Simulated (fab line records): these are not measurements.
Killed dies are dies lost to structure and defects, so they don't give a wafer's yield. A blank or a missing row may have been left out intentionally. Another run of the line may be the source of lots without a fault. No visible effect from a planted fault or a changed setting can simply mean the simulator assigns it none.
A lot that was struck, set against a sound lot :: flow n5 finfet :: 17 steps out of a route of 1938
Sound: the wafers L636.4, L636.5, L636.6. Struck: wafers L632.1, L632.2 (left out: L632.6, a lot-mate that was not struck); the cause follows at the end.
Each step with rows lists, per side, the tool, then ch with its chambers, then its first start. Under that, the readings that differ: sound wafers :: struck wafers :: difference of the means :: sigmas: that difference in standard deviations of wafers without a fault.
alike: readings whose means differ by less than 2 such deviations, and words and numbers that are the same on both sides. not compared: withheld readings, readings that some wafer has no value for, bounds like >300 that may hide the same value, and numbers for which the record gives no deviation and whose values overlap.
The two part at a step that has a row with sigmas, a row that says differs or no value, or rows on one side only. Non-overlapping numbers with no deviation appear without sigmas and do not part them. A reading missing from all wafers of one side parts the sides only when that side holds two or more wafers.

first, 4 steps without rows for these wafers: N5_BEOL_M10_HM_STRIP_39 (strips TiN in peroxide tin strip, target depth 25 nm, time 158 s); N5_BEOL_M10_SRD_40 (time 30 s); N5_BEOL_M10_PRECLEAN_42 (cleans in residue remover, time 60 s); N5_BEOL_M10_SRD_43 (time 30 s).
N5_BEOL_M10_CD_MEAS_35: the cd target is 70 nm.
  struck on cd sem-03, day 13 01:16; sound on cd sem-03, day 14 06:50
  alike: cd nm
then, 1 step without rows for these wafers: N5_BEOL_M10_CURE_72 (cures SiCOH lowk, time 120 s).
N5_BEOL_M10_DEGAS_44: time 60 s.
  struck on pvd sputter-02, day 13 02:07; sound on pvd sputter-03, day 14 07:34
  alike: heater power w
N5_BEOL_M10_PRE_CLEAN_45: time 30 s.
  struck on pvd sputter-02, day 13 02:09; sound on pvd sputter-03, day 14 07:36
  alike: heater power w
N5_BEOL_M10_ALD_74: deposits TaN, target thk 2 nm, pulse time 2 s, purge time 3 s.
  sound on ald metal-01 ch 0,2,3, day 14 07:41; struck on ald metal-03 ch 1,2, day 13 02:14
  alike: heater power w, mfc carrier sccm, precursor vessel carrier sccm
N5_BEOL_M10_SURFACE_TREAT_76:
  struck on pvd sputter-03, day 13 02:38; sound on pvd sputter-02, day 14 08:37
  not compared: throttle valve pct
then, 1 step without rows for these wafers: N5_BEOL_M10_CVD_75 (deposits Co from CCTBA/H2, target thk 2 nm, time 138.9 s).
N5_BEOL_M10_SPUTTER_48: material Cu, target thk 12 nm, time 2 s.
  struck on pvd sputter-03, day 13 02:52; sound on pvd sputter-02, day 14 08:49
  alike: throttle valve pct
N5_BEOL_M10_ECD_50: material Cu, target thk 318 nm.
  sound on ecd cu-01 ch 0,1, day 14 08:58; struck on ecd cu-02 ch 0,1, day 13 02:59
reading: model.Cu_of_BEOL_M10_ECD_50.thk nm (nm)
sound: 318 319.6 322.2
struck: 219.2 221
difference: -99.8
sigmas: 
then, 1 step without rows for these wafers: N5_BEOL_M10_ANNEAL_51 (time 90 s).
N5_BEOL_M10_CMP_52: polishes, stops on SiCOH lowk, t overpolish 7 s, target thk 140 nm.
  sound on cmp-01 ch 0,1, day 14 09:21; struck on cmp-01 ch 0,1, day 13 04:01
reading: time to endpoint s (s)
sound: 65.4 67.7 70.7
struck: 45.1 47.2
difference: -21.8
sigmas: -8
  alike: clearing platen rpm, head pressure psi, motor current A
  not compared: pad life wafers
N5_BEOL_M10_THK_MEAS_53: measures by xrf.
  struck on film metro-02, day 13 04:18; sound on film metro-01, day 14 09:38
  alike: M10_THK
N5_PASSIVATION_PROBE_49:
  rows exist in the record for the sound wafers here (prober-02, day 16 09:47), none for the struck ones

== WHERE THEY PART ==
Earliest at N5_BEOL_M10_CMP_52; latest, in this record, at N5_PASSIVATION_PROBE_49.

WHY: whatever the simulator had introduced
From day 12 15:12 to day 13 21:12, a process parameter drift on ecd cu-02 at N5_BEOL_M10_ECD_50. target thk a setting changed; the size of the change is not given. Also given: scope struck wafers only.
